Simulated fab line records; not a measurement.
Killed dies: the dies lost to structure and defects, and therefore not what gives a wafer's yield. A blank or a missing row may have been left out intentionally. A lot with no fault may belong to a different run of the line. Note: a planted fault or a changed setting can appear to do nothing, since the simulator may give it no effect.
Matching of chambers    flow n5 finfet    4 sister chambers for N5_BEOL_M0_SAQP_HM_OPEN_112 on rie diel-03
The step chemistry CHF3/O2, target SiO2, stops on a-Si, target depth 12 nm, time 13.5 s. 4 wafers are shown with their chamber, then 7 later ones without.

== WAFERS WITH THEIR CHAMBER ==
wafer   chamber  drypump motor current A (A)
L086.3  2        4.8
L092.6  1        5.2
L091.3  0        5.4
L091.4  3        5.1

== WAFERS WHOSE CHAMBER IS MISSING ==
wafer   drypump motor current A (A)
L091.6  5.2
L093.1  5.3
L093.4  5.2
L093.6  5.1
L096.1  5.2
L096.3  4.8
L096.5  5.1

== EACH ONE'S CHAMBER ==
wafer    from the rows above       in truth
L091.6   1                         1
L093.1   can't be placed: 1 or 0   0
L093.4   1                         1
L093.6   3                         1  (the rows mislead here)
L096.1   1                         1
L096.3   2                         2
L096.5   3                         3
5 of 7 placed correctly. These rows do not allow placing 1 (true chamber among the candidates in 1). Placed wrongly: 1.
How it was worked out, from the rows above alone: a wafer's distance from a chamber is the root of the sum, over the readings, of the square of ((its reading less the chamber's mean) divided by the reading's scatter). The wafer belongs to the nearest chamber; if the next one is less than 2 further off, it can't be placed. Each chamber's mean is taken over the wafers shown for it. The scatter (one wafer shown for each chamber): square how far every hidden wafer sits from the nearest shown wafer, average those squares and take the square root.
